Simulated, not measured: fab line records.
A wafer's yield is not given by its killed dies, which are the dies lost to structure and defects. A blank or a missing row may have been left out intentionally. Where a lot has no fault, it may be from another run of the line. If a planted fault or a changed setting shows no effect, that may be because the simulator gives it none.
Problem report in the 8D (eight disciplines) form, filled by code ; flow nand harc ; the parts of the form that need people (team, actions taken, sign-off) are left out

== 1. WHAT WENT WRONG ==
At NHARC_P_ZERO_WELL_CD_MEAS_11, cd nm averages 418.1 nm over 6 wafers from 2 lots, while fault-free wafers read 500.0 nm, standard deviation 1.3. Relative to the usual mean, that is a shift of -63 standard deviations.
The step: target cd 500 nm.
Earliest sighting: wafer L957.2 on cd sem-01 at day 2 19:14. The record has a number at this step for 36 wafers belonging to 12 lots. Rule for "out" (also "out of limits"): further than 4 standard deviations from the usual mean. The other wafers with a number count as sound.

== 2. WHAT IT IS, WHAT IT ISN'T ==
question;is;is not
which readings at this step;cd nm;-
which lots;L957, L960;L952, L953, L955, L964, L968, L969, L972, L973, L974, L975
which wafers of those lots;all that have a number;-
read on which gauges;cd sem-01, cd sem-03;cd sem-02
when;from day 2 19:14;"up to then (9 sound wafers); but 21 sound wafers of L964, L968, L969, L972, L973, L974, L975 came after"

== 3. THE SUSPECTS, EACH WITH WHAT RULES IT OUT ==
Counting: any tool at a process step up to the reading is kept as a suspect provided that every lot that is out went through it and no sound lot did after the first of them.
- the gauge at NHARC_P_ZERO_WELL_CD_MEAS_11: ruled out. The wafers that are out were read on 2 gauges (cd sem-01, cd sem-03).
- litho track-07 at NHARC_P_ZERO_WELL_PEB_09 (peb time 80 s): ruled out as a lasting fault. After its first lot that is out, L957 (day 2 19:10), sound lots L972, L975 ran on it.
Left after counting: nothing in the record.

== 4. THE CAUSE (what the simulator had put in) ==
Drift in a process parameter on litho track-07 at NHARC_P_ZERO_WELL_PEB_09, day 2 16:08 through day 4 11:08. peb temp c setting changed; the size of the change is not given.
It was ruled out by counting, in error; the rule expects a fault to strike all lots run on its tool from its start on, and this fault did not.

== 5. SEQUENCE OF EFFECTS, ordered by route ==
One row per reading whose mean, taken over the struck wafers that have a number, lies over 3 standard deviations from the usual. Readings are gone through only where the record gives a usual standard deviation; hours: the median, over the lots, of the time from a lot's start at the first step in this table giving one to that lot's start at this step; sigmas: the change measured in usual standard deviations.
hours;step;reading;usual;on struck wafers;change;sigmas
0;NHARC_P_ZERO_WELL_PEB_09;heater power total W;189.7 W;173.2;-16.5;-22
0;NHARC_P_ZERO_WELL_PEB_09;plate temp C;127.98 C;119.44;-8.54;-61
0;NHARC_P_ZERO_WELL_CD_MEAS_11;cd nm;500.0 nm;418.1;-81.9;-63
429;NHARC_END_SORT_01;killed at periphery;3.4;243.3;+239.9;+89
429;NHARC_END_SORT_01;killed dies;31;265;+234;+24
Process steps it contains:
- NHARC_P_ZERO_WELL_PEB_09: peb time 80 s.
Later measuring or inspecting steps at which every struck wafer that the step has a row for has a number for every such reading, and none has moved that far: NHARC_P_GATE_INSPECT_28.

== 6. HOW IT WOULD HAVE BEEN CAUGHT EARLIER ==
Counted from the fault's start at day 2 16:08, it took 3 hours until the first out-of-limits reading at a measuring or inspecting step in this record, taken at day 2 19:14.
At NHARC_P_ZERO_WELL_PEB_09, the tool's own readings (heater power total W, plate temp C) were out on each struck wafer the step has a row for, so an alarm limit on them would have fired on the first such wafer.
